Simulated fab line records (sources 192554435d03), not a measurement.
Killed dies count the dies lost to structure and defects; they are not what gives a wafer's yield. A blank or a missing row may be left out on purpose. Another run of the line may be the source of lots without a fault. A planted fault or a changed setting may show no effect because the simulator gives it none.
Matching of chambers -- flow n5_finfet -- ald_hk-02 running N5_HKMG_FIN_ALD_74: 4 sister chambers
The step deposits La2O3, target thk 0.5 nm, pulse time 6 s, co reactant pulse time 1 s. 7 wafers are shown with their chamber, then 8 later ones without.

== EACH WAFER AND ITS CHAMBER ==
wafer,chamber,heater_power_w (W),precursor_pulse_height_rel
L080.2,3,365,0.980
L081.4,2,326,0.992
L081.6,1,340,1.001
L089.1,3,356,0.984
L089.2,1,336,1.012
L089.5,0,362,1.004
L091.1,0,361,1.071

== WAFERS WITHOUT THEIR CHAMBER ==
wafer,heater_power_w (W),precursor_pulse_height_rel
L091.2,360,1.007
L091.5,339,1.005
L092.1,335,0.973
L092.2,348,1.008
L092.3,322,0.976
L096.2,316,0.947
L096.3,341,1.020
L096.6,360,0.993

== CHAMBER TAKEN BY EACH ==
wafer,from the rows above,in truth
L091.2,can't be placed: 3 or 0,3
L091.5,1,1
L092.1,can't be placed: 1 or 2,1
L092.2,can't be placed: 1 or 3 or 0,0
L092.3,2,2
L096.2,2,2
L096.3,1,1
L096.6,can't be placed: 3 or 0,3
Placed correctly: 4 of 8. From these rows, 4 cannot be placed; in 4 the true chamber is one of the candidates. Number placed wrongly: 0.
How it was worked out, from the rows above alone: a wafer's distance from a chamber is the root of the sum, over the readings, of the square of ((its reading less the chamber's mean) divided by the reading's scatter). If the next closest chamber is less than 2 further off than the closest, the wafer can't be placed; otherwise it belongs to the closest. Each chamber's mean is taken over the wafers shown for it. The scatter is the square root of a quotient: the sum, over the shown wafers, of each reading's squared deviation from its chamber's mean, divided by wafers minus chambers.
